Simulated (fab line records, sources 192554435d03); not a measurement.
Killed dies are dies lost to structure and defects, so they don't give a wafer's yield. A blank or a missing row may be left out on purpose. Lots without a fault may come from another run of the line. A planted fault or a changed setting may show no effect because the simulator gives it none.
fab line records | flow n5_finfet
record lots=5 wafers=15 last_day=16
route steps=1938 shown HKMG_FIN@418
lots that met no fault: from a run of the same line without faults
start_h: hours from the record's first day to the start of the lot's first wafer shown | wait_h: hours since the lot's step before | " the same as in the row above | L1.1+2: a row that stands for several wafers | - no value, or no start given | * or withheld: withheld | < > ~ a bound
route shown NAME@n: a module of which the file shows steps, and the number in the route of the first | usual: mean/standard deviation of fault-free wafers | same: alike in all rows | chamber/n: place in a boat | sites: the reading at each site | _std_site: their standard deviation | _edge_site: outer sites' mean less inner sites' | radius_mm: how far each site lies from the wafer's centre | mask NAME#n: copy n | behind: the tool/chamber that last shaped the wafer | hold: why the lot was held/for how many hours/how that ended | device: the transistor (n, p or np) that didn't switch | end of line: the same wafers' tests at the end of the route | a step without rows: its recipe alone | killed: dies lost to structure and defects at the first sort, not the wafer's yield | map: a wafer's dies, x killed, . not, _ none there
set.NAME: the setting as run; set.NAME@STEP: as run at that earlier step | model.NAME: the simulator's own value behind a step, which no gauge read
lots at some steps of the route; a table a step, a row a wafer
services: from which hour (start_h, from the record's first day; less than 0 if before it) a tool's chamber was out of use, for how many hours, and why
## steps
# step N5_HKMG_FIN_WET_ETCH_82
# recipe chemistry=dHCl mix=1:10000 temp_c=25 target=La2O3 stop_on=HfO2 target_depth_nm=2 dry=ipa_marangoni rinse_time_s=30 rinse_temp_c=23
# usual bath_heat_duty_pct=6.4/0.71
# columns lot.wafer tool chamber start_h wait_h bath_heat_duty_pct
L077.2 wet_bench-01 6 90.82 0.0 5.2
L077.4 " 1 " " 6.6
L077.5 " 3 " " 6.8
L082.1 wet_bench-01 2 127.18 0.0 6.5
L082.3 " 0 " " 5.6
L082.4 " 5 " " 5.6
L083.1 wet_bench-01 6 130.18 0.0 5.2
L083.3 " 5 " " 6.1
L083.5 " 2 " " 6.5
L089.2 wet_bench-04 6 166.07 0.0 6.0
L089.5 " 4 " " 5.2
L089.6 " 5 " " 6.7
L090.4 wet_bench-02 4 169.11 0.0 7.8
L090.5 " 5 " " 7.7
L090.6 " 1 " " 6.9
# step N5_HKMG_FIN_ALD_36
# recipe material=TiN target_thk_a=10 temp_c=400 ald_precursor_family=TiCl4 ald_co_reactant=NH3 pulse_time_s=1 purge_time_s=3 co_reactant_purge_time_s=2 co_reactant_pulse_time_s=2 ald_cycles=47 pressure_torr=3
# usual heater_power_w=849/120 precursor_pulse_height_rel=1.001/0.02
# columns lot.wafer tool chamber start_h wait_h heater_power_w precursor_pulse_height_rel
L077.2 ald_metal-01 0 90.88 0.0 715 1.004
L077.4 " 3 " " 984 0.974
L077.5 " 0 " " 706 1.010
L082.1 ald_metal-01 2 127.24 0.0 642 1.025
L082.3 " 0 " " 712 0.987
L082.4 " 1 " " 908 1.007
L083.1 ald_metal-01 3 130.24 0.0 1007 1.033
L083.3 " 1 " " 901 1.023
L083.5 " 2 " " 617 1.004
L089.2 ald_metal-03 2 166.14 0.0 934 0.987
L089.5 " 1 " " 751 0.992
L089.6 " 0 " " 1007 0.977
L090.4 ald_metal-01 3 169.17 0.0 1006 0.971
L090.5 " 2 " " 631 0.987
L090.6 " 3 " " 990 1.040
# step N5_HKMG_FIN_THK_MEAS_70
# recipe thk_meas_gauge=xrf reads=HfO2_of_HKMG_FIN_HK_ALD_01
# usual HK_THK=1.602/0.017
# columns lot.wafer tool chamber start_h wait_h HK_THK[nm]
L077.2 film_metro-02 - 91.16 0.2 1.584
L077.4 " - " " 1.582
L077.5 " - " " 1.639
L082.1 film_metro-01 - 127.52 0.2 1.598
L082.3 " - " " 1.611
L082.4 " - " " 1.613
L083.1 film_metro-01 - 130.52 0.2 1.617
L083.3 " - " " 1.619
L083.5 " - " " 1.614
L089.2 film_metro-02 - 166.42 0.2 1.588
L089.5 " - " " 1.580
L089.6 " - " " 1.616
L090.4 film_metro-01 - 169.46 0.2 1.609
L090.5 " - " " 1.606
L090.6 " - " " 1.612
# step N5_HKMG_FIN_PWFM_ALD_03
# recipe material=TiN target_thk_a=20 temp_c=400 ald_precursor_family=TiCl4 ald_co_reactant=NH3 pulse_time_s=1 purge_time_s=3 co_reactant_purge_time_s=2 co_reactant_pulse_time_s=2 ald_cycles=91 pressure_torr=3
# usual heater_power_w=869/110 precursor_pulse_height_rel=1.000/0.019
# columns lot.wafer tool chamber start_h wait_h heater_power_w precursor_pulse_height_rel
L077.2 ald_metal-03 3 91.20 0.0 836 0.989
L077.4 " 0 " " 1048 0.975
L077.5 " 1 " " 756 0.991
L082.1 ald_metal-04 2 127.56 0.0 848 0.973
L082.3 " 1 " " 833 0.969
L082.4 " 3 " " 938 1.010
L083.1 ald_metal-03 0 130.56 0.0 1032 1.033
L083.3 " 2 " " 905 0.990
L083.5 " 3 " " 829 1.020
L089.2 ald_metal-01 2 166.45 0.0 628 1.006
L089.5 " 1 " " 881 0.962
L089.6 " 0 " " 742 0.998
L090.4 ald_metal-04 1 169.49 0.0 809 1.012
L090.5 " 0 " " 907 1.004
L090.6 " 1 " " 816 1.015
# step N5_HKMG_FIN_COAT_29
# recipe resist=SOC temp_c=250 time_s=60 spin_rpm=1500 resist_thk_nm=300
# usual heater_power_total_W=500.3/1.9 resist_line_temp_C=22.99/0.097
# columns lot.wafer tool chamber start_h wait_h heater_power_total_W resist_line_temp_C
L077.2 litho_track-03 0 91.67 0.2 502.3 23.00
L077.4 " 0 " " 498.5 22.86
L077.5 " 0 " " 499.1 22.99
L082.1 litho_track-03 0 128.03 0.2 497.7 22.96
L082.3 " 0 " " 502.4 23.11
L082.4 " 0 " " 498.3 23.18
L083.1 litho_track-01 0 131.03 0.2 497.6 22.97
L083.3 " 0 " " 497.6 23.05
L083.5 " 0 " " 503.1 23.19
L089.2 litho_track-04 0 166.92 0.2 499.8 23.03
L089.5 " 0 " " 501.1 23.02
L089.6 " 0 " " 498.2 22.98
L090.4 litho_track-03 0 169.96 0.2 500.2 22.97
L090.5 " 0 " " 503.1 22.98
L090.6 " 0 " " 502.7 22.90
# step N5_HKMG_FIN_COAT_30
# recipe resist=SiARC temp_c=220 time_s=60 spin_rpm=1500 resist_thk_nm=35
# usual heater_power_total_W=427.4/2.2 resist_line_temp_C=23.00/0.1
# columns lot.wafer tool chamber start_h wait_h heater_power_total_W resist_line_temp_C
L077.2 litho_track-03 0 - - 427.1 23.00
L077.4 " 0 " " 425.7 22.89
L077.5 " 0 " " 424.2 22.75
L082.1 litho_track-03 0 - - 430.0 23.04
L082.3 " 0 " " 425.3 22.91
L082.4 " 0 " " 430.0 23.04
L083.1 litho_track-01 0 - - 424.4 23.08
L083.3 " 0 " " 425.6 23.09
L083.5 " 0 " " 430.1 23.09
L089.2 litho_track-04 0 - - 429.5 22.92
L089.5 " 0 " " 424.4 23.07
L089.6 " 0 " " 424.5 23.04
L090.4 litho_track-03 0 - - 428.5 22.79
L090.5 " 0 " " 424.4 22.85
L090.6 " 0 " " 430.2 22.78
# step N5_HKMG_FIN_COAT_06
# recipe resist=CAR-ArF spin_rpm=1500 resist_thk_nm=90
# usual resist_line_temp_C=23.00/0.12
# columns lot.wafer tool chamber start_h wait_h resist_line_temp_C
L077.2 litho_track-03 0 - - 22.88
L077.4 " 0 " " 22.93
L077.5 " 0 " " 22.91
L082.1 litho_track-03 0 - - 23.07
L082.3 " 0 " " 23.00
L082.4 " 0 " " 23.00
L083.1 litho_track-01 0 - - 23.03
L083.3 " 0 " " 23.14
L083.5 " 0 " " 23.18
L089.2 litho_track-04 0 - - 23.03
L089.5 " 0 " " 23.09
L089.6 " 0 " " 23.02
L090.4 litho_track-03 0 - - 23.12
L090.5 " 0 " " 22.99
L090.6 " 0 " " 23.15
# step N5_HKMG_FIN_EBR_08
# recipe solvent=PGMEA ebr_width_mm=1.5
# usual resist_line_temp_C=23.02/0.12
# columns lot.wafer tool chamber start_h wait_h resist_line_temp_C
L077.2 litho_track-03 0 - - 23.01
L077.4 " 0 " " 23.15
L077.5 " 0 " " 23.14
L082.1 litho_track-03 0 - - 22.79
L082.3 " 0 " " 22.93
L082.4 " 0 " " 22.84
L083.1 litho_track-01 0 - - 23.04
L083.3 " 0 " " 22.79
L083.5 " 0 " " 23.08
L089.2 litho_track-04 0 - - 23.03
L089.5 " 0 " " 22.90
L089.6 " 0 " " 23.11
L090.4 litho_track-03 0 - - 23.02
L090.5 " 0 " " 23.07
L090.6 " 0 " " 23.08
# step N5_HKMG_FIN_SOFTBAKE_07
# recipe temp_c=110 time_s=60 resist=CAR-ArF
# usual heater_power_total_W=175.3/1.7 resist_line_temp_C=23.00/0.1
# columns lot.wafer tool chamber start_h wait_h heater_power_total_W resist_line_temp_C
L077.2 litho_track-03 0 - - 177.6 22.93
L077.4 " 0 " " 176.0 22.89
L077.5 " 0 " " 173.0 22.89
L082.1 litho_track-03 0 - - 176.6 22.82
L082.3 " 0 " " 177.5 22.91
L082.4 " 0 " " 176.0 23.12
L083.1 litho_track-01 0 - - 173.0 23.00
L083.3 " 0 " " 176.9 23.02
L083.5 " 0 " " 174.9 23.20
L089.2 litho_track-04 0 - - 174.0 23.07
L089.5 " 0 " " 176.4 23.05
L089.6 " 0 " " 177.4 22.96
L090.4 litho_track-03 0 - - 173.8 22.93
L090.5 " 0 " " 173.9 23.00
L090.6 " 0 " " 176.3 22.98
# step N5_HKMG_FIN_EXPOSE_09
# recipe mask_id=NWFM na=1.35 source_shape=conventional sigma_outer=0.8 polarization=unpolarized dose_mj=39.25
# columns lot.wafer tool chamber start_h wait_h mask
L077.2+4+5 arfi_scanner-02 0 91.79 - NWFM#0
L082.1+3+4 arfi_scanner-02 0 128.27 - NWFM#0
L083.1+3+5 arfi_scanner-02 0 131.14 - NWFM#0
L089.2+5+6 arfi_scanner-02 0 167.05 - NWFM#0
L090.4+5+6 arfi_scanner-01 0 170.22 - NWFM#0
# step N5_HKMG_FIN_PEB_10
# recipe peb_temp_c=withheld peb_time_s=60 resist=CAR-ArF
# usual resist_line_temp_C=23.00/0.1
# columns lot.wafer tool chamber start_h wait_h resist_line_temp_C
L077.2 litho_track-04 0 91.84 0.0 23.15
L077.4 " 0 " " 23.09
L077.5 " 0 " " 23.05
L082.1 litho_track-04 0 128.33 0.1 23.10
L082.3 " 0 " " 22.81
L082.4 " 0 " " 23.12
L083.1 litho_track-01 0 131.20 0.1 23.01
L083.3 " 0 " " 23.03
L083.5 " 0 " " 23.20
L089.2 litho_track-04 0 167.10 0.0 22.92
L089.5 " 0 " " 22.94
L089.6 " 0 " " 23.06
L090.4 litho_track-01 0 170.26 0.0 22.86
L090.5 " 0 " " 23.06
L090.6 " 0 " " 22.97
# step N5_HKMG_FIN_DEVELOP_11
# recipe develop_time_s=30 developer=TMAH resist=CAR-ArF dev_temp_c=23 rinse_liquid=diw dry=air_spin
# usual resist_line_temp_C=22.99/0.11
# same develop_time_s=30
# columns lot.wafer tool chamber start_h wait_h resist_line_temp_C
L077.2 litho_track-04 0 - - 22.82
L077.4 " 0 " " 22.90
L077.5 " 0 " " 22.87
L082.1 litho_track-04 0 - - 23.07
L082.3 " 0 " " 23.00
L082.4 " 0 " " 22.93
L083.1 litho_track-01 0 - - 23.01
L083.3 " 0 " " 23.06
L083.5 " 0 " " 22.89
L089.2 litho_track-04 0 - - 22.91
L089.5 " 0 " " 22.80
L089.6 " 0 " " 22.87
L090.4 litho_track-01 0 - - 23.04
L090.5 " 0 " " 22.93
L090.6 " 0 " " 23.13
# step N5_HKMG_FIN_CD_MEAS_12
# recipe target_cd_nm=92.8 landing_energy_ev=500 detector=se_inlens
# usual cd_nm=92.9/0.65
# columns lot.wafer tool chamber start_h wait_h cd_nm
L077.2 cd_sem-01 0 91.91 - 92.2
L077.4 " 0 " " 91.9
L077.5 " 0 " " 92.0
L082.1 cd_sem-01 0 128.40 - 93.3
L082.3 " 0 " " 93.1
L082.4 " 0 " " 93.1
L083.1 cd_sem-03 0 131.27 - 93.5
L083.3 " 0 " " 93.4
L083.5 " 0 " " 93.6
L089.2 cd_sem-01 0 167.17 - 93.3
L089.5 " 0 " " 92.9
L089.6 " 0 " " 93.5
L090.4 cd_sem-01 0 170.33 - 92.0
L090.5 " 0 " " 91.7
L090.6 " 0 " " 92.2
# step N5_HKMG_FIN_OVL_MEAS_13
# recipe points_per_wafer=44
# usual NWFM_OVL=0.0/0.67
# columns lot.wafer tool chamber start_h wait_h NWFM_OVL[nm]
L077.2 overlay-02 0 91.94 0.0 -1.2
L077.4 " 0 " " 0.2
L077.5 " 0 " " 0.0
L082.1 overlay-02 0 128.43 0.0 -0.6
L082.3 " 0 " " -1.7
L082.4 " 0 " " -1.5
L083.1 overlay-01 0 131.30 0.0 0.6
L083.3 " 0 " " 0.7
L083.5 " 0 " " 1.3
L089.2 overlay-02 0 167.20 0.0 0.2
L089.5 " 0 " " 0.7
L089.6 " 0 " " -0.2
L090.4 overlay-01 0 170.36 0.0 -0.7
L090.5 " 0 " " 0.2
L090.6 " 0 " " -1.0
# step N5_HKMG_FIN_INSPECT_14
# recipe mode=adi inspect_instrument=macro
# usual raw_defect_count=2.2/1.4
# columns lot.wafer tool chamber start_h wait_h raw_defect_count
L077.2 defect_inspect-01 - 91.96 0.0 6
L077.4 " - " " 1
L077.5 " - " " 3
L082.1 defect_inspect-01 - 128.45 0.0 2
L082.3 " - " " 3
L082.4 " - " " 3
L083.1 defect_inspect-02 - 131.32 0.0 4
L083.3 " - " " 1
L083.5 " - " " 2
L089.2 defect_inspect-02 - 167.22 0.0 3
L089.5 " - " " 0
L089.6 " - " " 3
L090.4 defect_inspect-01 - 170.38 0.0 1
L090.5 " - " " 5
L090.6 " - " " 1
# step N5_HKMG_FIN_DESCUM_17
# recipe chemistry=O2 time_s=7.9 source_power_w=50 bias_power_w=20 pressure_mtorr=20 rf_frequency_hz=2.712e+07 temp_c=40 resist=CAR-ArF o2_flow_sccm=225
# usual drypump_motor_current_A=5.8/0.6 oes_product_au=0.76/0.069 rf_vpp_V=242.7/1.2 showerhead_plenum_p_Torr=2.06/0.065 throttle_valve_pct=20.41/0.21
# columns lot.wafer tool chamber start_h wait_h drypump_motor_current_A oes_product_au rf_hours_counter_h rf_vpp_V showerhead_plenum_p_Torr throttle_valve_pct
L077.2 rie_diel-06 3 92.00 0.0 4.8 0.79 103 241.8 2.02 20.24
L077.4 " 0 " " 6.4 0.75 132 242.6 2.02 20.64
L077.5 " 2 " " 5.2 0.88 - 243.2 2.03 20.00
L082.1 rie_diel-01 1 128.95 0.5 5.3 0.74 156 243.5 2.08 20.61
L082.3 " 0 " " 6.2 0.67 241 241.9 1.97 20.22
L082.4 " 2 " " 6.7 0.80 148 243.7 2.12 20.43
L083.1 rie_diel-01 0 131.55 0.2 6.2 0.68 242 239.7 1.97 20.24
L083.3 " 3 " " 5.9 0.70 239 244.7 2.14 20.32
L083.5 " 3 " " 5.9 0.69 - 244.7 2.14 20.31
L089.2 rie_diel-05 2 167.25 0.0 5.6 0.78 134 242.8 2.11 20.45
L089.5 " 0 " " 5.3 0.67 - 243.7 2.17 20.55
L089.6 " 1 " " 5.9 0.84 - 243.6 2.05 20.57
L090.4 rie_diel-05 2 170.70 0.3 5.6 0.78 135 243.6 2.11 20.44
L090.5 " 0 " " 5.3 0.68 - 243.8 2.17 20.56
L090.6 " 3 " " 6.7 0.72 - 241.7 1.98 20.58
# step N5_HKMG_FIN_ETCH_31
# recipe chemistry=CF4 target=SiARC target_depth_a=455 mask_material=CAR-ArF time_s=75.8 ion_energy_ev=80 pressure_mtorr=40 source_w=545 bias_w=36 Ar_flow_sccm=100 cf4_flow_sccm=100 ends=cleared
# usual drypump_motor_current_A=5.8/0.59 etch_rf_on_time_s=76.0/2.2 oes_product_au=0.66/0.061 rf_vpp_V=183.9/1.1 showerhead_plenum_p_Torr=2.11/0.058 throttle_valve_pct=15.58/0.19
# columns lot.wafer tool chamber start_h wait_h drypump_motor_current_A etch_rf_on_time_s oes_product_au rf_hours_counter_h rf_vpp_V showerhead_plenum_p_Torr throttle_valve_pct
L077.2 rie_diel-06 3 92.03 0.0 4.8 73.9 0.69 103 183.0 2.07 15.43
L077.4 " 0 " " 6.4 76.4 0.65 132 182.9 2.07 15.74
L077.5 " 2 " " 5.3 75.5 0.76 - 183.3 2.09 15.19
L082.1 rie_diel-01 1 128.99 0.0 5.3 75.0 0.65 156 183.8 2.13 15.80
L082.3 " 0 " " 6.2 75.6 0.59 241 183.2 2.02 15.53
L082.4 " 2 " " 6.7 74.6 0.67 148 184.1 2.15 15.55
L083.1 rie_diel-01 0 131.59 0.0 6.2 75.6 0.59 242 182.8 2.02 15.54
L083.3 " 3 " " 5.9 74.4 0.60 239 184.9 2.19 15.67
L083.5 " 3 " " 5.9 74.2 0.60 - 184.2 2.19 15.67
L089.2 rie_diel-05 2 167.29 0.0 5.6 77.0 0.66 134 184.8 2.15 15.60
L089.5 " 0 " " 5.3 79.5 0.57 - 184.2 2.20 15.70
L089.6 " 1 " " 6.0 73.6 0.73 - 181.5 2.09 15.61
L090.4 rie_diel-05 2 170.73 0.0 5.6 76.5 0.66 135 183.4 2.15 15.62
L090.5 " 0 " " 5.3 79.7 0.57 - 185.5 2.20 15.71
L090.6 " 3 " " 6.7 77.5 0.61 - 184.0 2.04 15.80
# step N5_HKMG_FIN_ETCH_32
# recipe chemistry=N2/H2 target=SOC target_depth_a=2400 temp_c=40 time_s=300 ion_energy_ev=200 mask_material=SiARC pressure_mtorr=30 source_w=840 bias_w=150 n2_flow_sccm=200 h2_flow_sccm=200
# usual drypump_motor_current_A=5.8/0.6 oes_product_au=0.77/0.072 rf_vpp_V=522.8/2.2 showerhead_plenum_p_Torr=2.51/0.074 throttle_valve_pct=17.86/0.16
# columns lot.wafer tool chamber start_h wait_h drypump_motor_current_A oes_product_au rf_hours_counter_h rf_vpp_V showerhead_plenum_p_Torr throttle_valve_pct
L077.2 rie_diel-06 3 92.09 0.0 4.8 0.82 103 521.6 2.47 17.81
L077.4 " 0 " " 6.4 0.75 132 521.8 2.45 17.93
L077.5 " 2 " " 5.3 0.88 - 522.6 2.49 17.53
L082.1 rie_diel-01 1 129.05 0.0 5.3 0.75 156 523.2 2.54 18.02
L082.3 " 0 " " 6.2 0.69 242 520.2 2.41 17.92
L082.4 " 2 " " 6.7 0.78 148 523.9 2.55 17.77
L083.1 rie_diel-01 0 131.64 0.0 6.2 0.69 242 520.0 2.41 17.91
L083.3 " 3 " " 5.9 0.71 240 525.0 2.61 17.80
L083.5 " 3 " " 5.9 0.70 - 526.8 2.61 17.81
L089.2 rie_diel-05 2 167.35 0.0 5.6 0.79 134 524.5 2.54 17.72
L089.5 " 0 " " 5.3 0.67 - 526.4 2.63 18.00
L089.6 " 1 " " 6.0 0.85 - 520.9 2.49 17.99
L090.4 rie_diel-05 2 170.79 0.0 5.6 0.78 135 524.4 2.54 17.72
L090.5 " 0 " " 5.3 0.66 - 526.0 2.63 18.01
L090.6 " 3 " " 6.7 0.72 - 519.9 2.41 18.05
# step N5_HKMG_FIN_STRIP_33
# recipe chemistry=N2/H2 temp_c=40 n2_flow_sccm=200 h2_flow_sccm=200 rf_frequency_hz=6e+07
# columns lot.wafer tool chamber start_h wait_h
L077.2+4+5 rie_diel-06 3,0,2 92.27 0.1
L082.1+3+4 rie_diel-01 1,0,2 129.23 0.1
L083.1+3+5 rie_diel-01 0,3,3 131.82 0.1
L089.2+5+6 rie_diel-05 2,0,1 167.53 0.1
L090.4+5+6 rie_diel-05 2,0,3 170.97 0.1
# step N5_HKMG_FIN_STRIP_34
# recipe chemistry=CF4 resist=SiARC power_w=300 bias_power_w=75 pressure_mtorr=50 cf4_flow_sccm=150 rf_frequency_hz=6e+07
# usual drypump_motor_current_A=5.8/0.59 oes_product_au=0.76/0.061 power_w=300.0/0.9 rf_vpp_V=270.6/1.4 showerhead_plenum_p_Torr=1.77/0.05 throttle_valve_pct=13.57/0.2
# columns lot.wafer tool chamber start_h wait_h drypump_motor_current_A oes_product_au power_w rf_hours_counter_h rf_vpp_V showerhead_plenum_p_Torr throttle_valve_pct
L077.2 rie_diel-06 3 92.28 0.0 4.8 0.78 299.1 103 268.6 1.73 13.38
L077.4 " 0 " " 6.4 0.75 301.9 132 271.2 1.74 13.71
L077.5 " 2 " " 5.4 0.87 299.4 - 270.0 1.75 13.18
L082.1 rie_diel-01 1 129.24 0.0 5.2 0.75 299.2 156 271.5 1.79 13.80
L082.3 " 0 " " 6.2 0.68 301.3 242 267.0 1.69 13.55
L082.4 " 2 " " 6.7 0.77 299.5 148 271.0 1.81 13.58
L083.1 rie_diel-01 0 131.83 0.0 6.2 0.69 300.0 242 269.0 1.69 13.52
L083.3 " 3 " " 5.9 0.68 298.9 240 273.0 1.83 13.72
L083.5 " 3 " " 5.9 0.68 298.8 - 271.3 1.83 13.71
L089.2 rie_diel-05 2 167.54 0.0 5.6 0.77 300.4 134 271.1 1.80 13.56
L089.5 " 0 " " 5.3 0.69 300.1 - 272.4 1.85 13.76
L089.6 " 1 " " 6.0 0.83 299.6 - 270.3 1.75 13.53
L090.4 rie_diel-05 2 170.98 0.0 5.6 0.78 300.1 135 272.6 1.80 13.57
L090.5 " 0 " " 5.3 0.68 299.6 - 271.1 1.85 13.77
L090.6 " 3 " " 6.7 0.72 299.5 - 269.0 1.71 13.78
# step N5_HKMG_FIN_ETCH_35
# recipe chemistry=N2/H2 target=SOC target_depth_a=2158 ion_energy_ev=65 bias_w=5 source_w=3000 time_s=243.4 pressure_mtorr=30 n2_flow_sccm=200 h2_flow_sccm=200
# usual drypump_motor_current_A=5.8/0.6 oes_product_au=0.77/0.072 rf_vpp_V=141.3/0.94 showerhead_plenum_p_Torr=2.51/0.074 throttle_valve_pct=17.87/0.16
# columns lot.wafer tool chamber start_h wait_h drypump_motor_current_A oes_product_au rf_hours_counter_h rf_vpp_V showerhead_plenum_p_Torr throttle_valve_pct
L077.2 rie_diel-06 3 92.30 0.0 4.8 0.80 103 139.7 2.47 17.81
L077.4 " 0 " " 6.4 0.76 132 140.7 2.45 17.94
L077.5 " 2 " " 5.4 0.88 - 140.4 2.49 17.55
L082.1 rie_diel-01 1 129.26 0.0 5.3 0.75 156 141.3 2.54 18.03
L082.3 " 0 " " 6.2 0.70 242 141.3 2.41 17.93
L082.4 " 2 " " 6.7 0.78 149 141.6 2.55 17.79
L083.1 rie_diel-01 0 131.85 0.0 6.2 0.69 242 140.8 2.41 17.92
L083.3 " 3 " " 5.9 0.70 240 142.1 2.61 17.81
L083.5 " 3 " " 5.9 0.70 - 143.7 2.61 17.81
L089.2 rie_diel-05 2 167.56 0.0 5.6 0.78 134 140.8 2.54 17.71
L089.5 " 0 " " 5.3 0.67 - 142.2 2.63 18.02
L089.6 " 1 " " 6.0 0.86 - 140.3 2.49 18.02
L090.4 rie_diel-05 2 171.00 0.0 5.6 0.78 135 141.6 2.54 17.73
L090.5 " 0 " " 5.3 0.67 - 141.5 2.63 18.01
L090.6 " 3 " " 6.7 0.72 - 141.2 2.41 18.06
# step N5_HKMG_FIN_STRIP_92
# recipe chemistry=N2/H2 material=SOC time_s=20 power_w=500 temp_c=40 pressure_mtorr=50 rf_frequency_hz=6e+07 bias_power_w=8 h2_frac=0.5 n2_flow_sccm=300 h2_flow_sccm=300
# usual drypump_motor_current_A=5.8/0.6 oes_product_au=0.77/0.071 power_w=499.8/1.5 rf_vpp_V=54.1/0.86 showerhead_plenum_p_Torr=3.32/0.094 throttle_valve_pct=19.07/0.26
# columns lot.wafer tool chamber start_h wait_h drypump_motor_current_A oes_product_au power_w rf_hours_counter_h rf_vpp_V showerhead_plenum_p_Torr throttle_valve_pct
L077.2 rie_diel-06 3 92.45 0.1 4.8 0.81 499.0 103 55.7 3.27 19.20
L077.4 " 0 " " 6.4 0.76 500.9 132 54.1 3.24 18.81
L077.5 " 2 " " 5.3 0.87 499.7 - 54.0 3.29 18.70
L082.1 rie_diel-01 1 129.41 0.1 5.2 0.74 500.3 156 52.9 3.35 18.99
L082.3 " 0 " " 6.2 0.69 497.3 242 54.1 3.19 19.60
L082.4 " 2 " " 6.7 0.78 498.7 149 54.6 3.37 18.92
L083.1 rie_diel-01 0 132.00 0.1 6.2 0.69 501.5 242 55.6 3.19 19.62
L083.3 " 3 " " 5.9 0.70 501.2 240 53.2 3.44 18.80
L083.5 " 3 " " 5.9 0.71 500.7 - 56.3 3.44 18.80
L089.2 rie_diel-05 2 167.71 0.1 5.6 0.78 502.1 134 54.8 3.35 18.86
L089.5 " 0 " " 5.3 0.66 498.7 - 54.2 3.47 19.23
L089.6 " 1 " " 6.0 0.85 498.0 - 53.9 3.29 19.36
L090.4 rie_diel-05 2 171.15 0.1 5.6 0.78 501.0 135 53.3 3.35 18.86
L090.5 " 0 " " 5.3 0.66 501.2 - 53.4 3.47 19.23
L090.6 " 3 " " 6.7 0.72 499.6 - 52.8 3.19 19.27
# step N5_HKMG_FIN_WET_ETCH_18
# recipe chemistry=SC1 target=TiN mix=1:1:5 temp_c=* time_s=55 target_depth_nm=5.2 dry=ipa_marangoni rinse_time_s=30 rinse_temp_c=23
# usual bath_heat_duty_pct=7.3/0.78
# columns lot.wafer tool chamber start_h wait_h bath_heat_duty_pct
L077.2 wet_bench-04 2 92.53 0.1 6.4
L077.4 " 4 " " 6.7
L077.5 " 5 " " 7.5
L082.1 wet_bench-01 3 129.49 0.1 8.1
L082.3 " 0 " " 5.6
L082.4 " 2 " " 6.9
L083.1 wet_bench-04 0 132.09 0.1 7.2
L083.3 " 1 " " 7.2
L083.5 " 3 " " 7.4
L089.2 wet_bench-01 1 167.79 0.1 7.4
L089.5 " 5 " " 6.1
L089.6 " 3 " " 7.6
L090.4 wet_bench-04 6 171.23 0.1 6.9
L090.5 " 4 " " 6.1
L090.6 " 0 " " 7.5
# step N5_HKMG_FIN_STRIP_19
# recipe chemistry=N2/H2 power_w=2500 temp_c=300 h2_frac=0.65 time_s=360 pressure_mtorr=withheld n2_flow_sccm=1750 h2_flow_sccm=3250
# usual drypump_motor_current_A=5.7/0.44 heater_power_w=439/32
# columns lot.wafer tool chamber start_h wait_h drypump_motor_current_A heater_power_w rf_hours_counter_h
L077.2 plasma_asher-01 1 92.59 0.0 6.3 437 90
L077.4 " 0 " " 5.6 456 -
L077.5 " 1 " " 6.3 433 -
L082.1 plasma_asher-01 1 129.55 0.0 6.3 438 97
L082.3 " 0 " " 5.6 458 -
L082.4 " 1 " " 6.3 432 -
L083.1 plasma_asher-01 0 132.15 0.0 5.6 464 98
L083.3 " 0 " " 5.6 453 -
L083.5 " 0 " " 5.6 463 -
L089.2 plasma_asher-01 1 167.85 0.0 6.3 443 104
L089.5 " 0 " " 5.6 469 -
L089.6 " 1 " " 6.3 447 -
L090.4 plasma_asher-02 0 171.42 0.1 5.4 455 -
L090.5 " 1 " " 5.1 375 -
L090.6 " 0 " " 5.4 457 -
# step N5_HKMG_FIN_ALD_91
# recipe material=TiN target_thk_a=10 temp_c=400 ald_precursor_family=TiCl4 ald_co_reactant=NH3 pulse_time_s=1 purge_time_s=3 co_reactant_purge_time_s=2 co_reactant_pulse_time_s=2 ald_cycles=47 pressure_torr=3
# usual heater_power_w=858/120 precursor_pulse_height_rel=1.001/0.02
# columns lot.wafer tool chamber start_h wait_h heater_power_w precursor_pulse_height_rel
L077.2 ald_metal-01 0 92.98 0.3 707 1.006
L077.4 " 3 " " 1001 1.005
L077.5 " 2 " " 619 1.014
L082.1 ald_metal-03 2 129.93 0.3 909 0.978
L082.3 " 3 " " 834 0.994
L082.4 " 0 " " 1018 1.013
L083.1 ald_metal-01 1 132.53 0.3 899 0.964
L083.3 " 2 " " 637 1.004
L083.5 " 0 " " 705 1.014
L089.2 ald_metal-03 1 168.23 0.3 756 0.987
L089.5 " 3 " " 835 0.991
L089.6 " 0 " " 1014 1.050
L090.4 ald_metal-01 0 171.68 0.1 719 1.011
L090.5 " 0 " " 717 1.029
L090.6 " 3 " " 1017 0.993
# step N5_HKMG_FIN_COAT_85
# recipe resist=SOC temp_c=250 time_s=60 spin_rpm=1500 resist_thk_nm=300
# usual heater_power_total_W=500.3/1.8 resist_line_temp_C=23.01/0.12
# columns lot.wafer tool chamber start_h wait_h heater_power_total_W resist_line_temp_C
L077.2 litho_track-03 0 93.26 0.2 502.1 23.04
L077.4 " 0 " " 501.6 23.06
L077.5 " 0 " " 500.5 23.15
L082.1 litho_track-03 0 130.21 0.2 501.9 22.99
L082.3 " 0 " " 501.8 23.13
L082.4 " 0 " " 497.4 22.90
L083.1 litho_track-01 0 132.81 0.2 500.0 22.89
L083.3 " 0 " " 502.0 23.04
L083.5 " 0 " " 502.0 22.97
L089.2 litho_track-01 0 168.51 0.2 498.6 23.18
L089.5 " 0 " " 501.6 23.12
L089.6 " 0 " " 502.3 23.12
L090.4 litho_track-01 0 171.97 0.2 501.7 22.83
L090.5 " 0 " " 500.7 22.85
L090.6 " 0 " " 499.2 22.81
## services
# columns tool chamber start_h hours kind
ald_metal-01 1 74.10 8.1 repair
wet_bench-01 - 77.06 1.2 repair
rie_diel-06 1 78.17 4.5 repair
arfi_scanner-01 - 80.63 0.9 repair
rie_diel-05 - 88.48 0.2 repair
arfi_scanner-01 - 104.27 1.0 pm
rie_diel-05 2 106.14 16.1 repair
arfi_scanner-02 - 109.41 0.8 pm
arfi_scanner-01 - 114.10 3.9 pm
rie_diel-05 1 116.27 3.7 repair
arfi_scanner-01 - 118.64 2.5 repair
ald_metal-04 - 121.19 1.0 repair
rie_diel-06 2 128.59 2.3 repair
plasma_asher-01 - 132.64 4.5 repair
arfi_scanner-01 - 135.04 0.8 pm
arfi_scanner-01 - 142.74 3.0 pm
rie_diel-01 0 153.21 - clean
rie_diel-01 0 153.21 - consumable_replace:focus_ring
rie_diel-01 0 153.21 - consumable_replace:showerhead
rie_diel-01 0 153.21 21.3 scheduled_down
rie_diel-01 0 153.21 21.3 vent_cycle
rie_diel-05 0 156.68 4.6 repair
arfi_scanner-01 - 159.79 1.3 pm
arfi_scanner-02 - 169.76 1.3 pm
## key
fault none
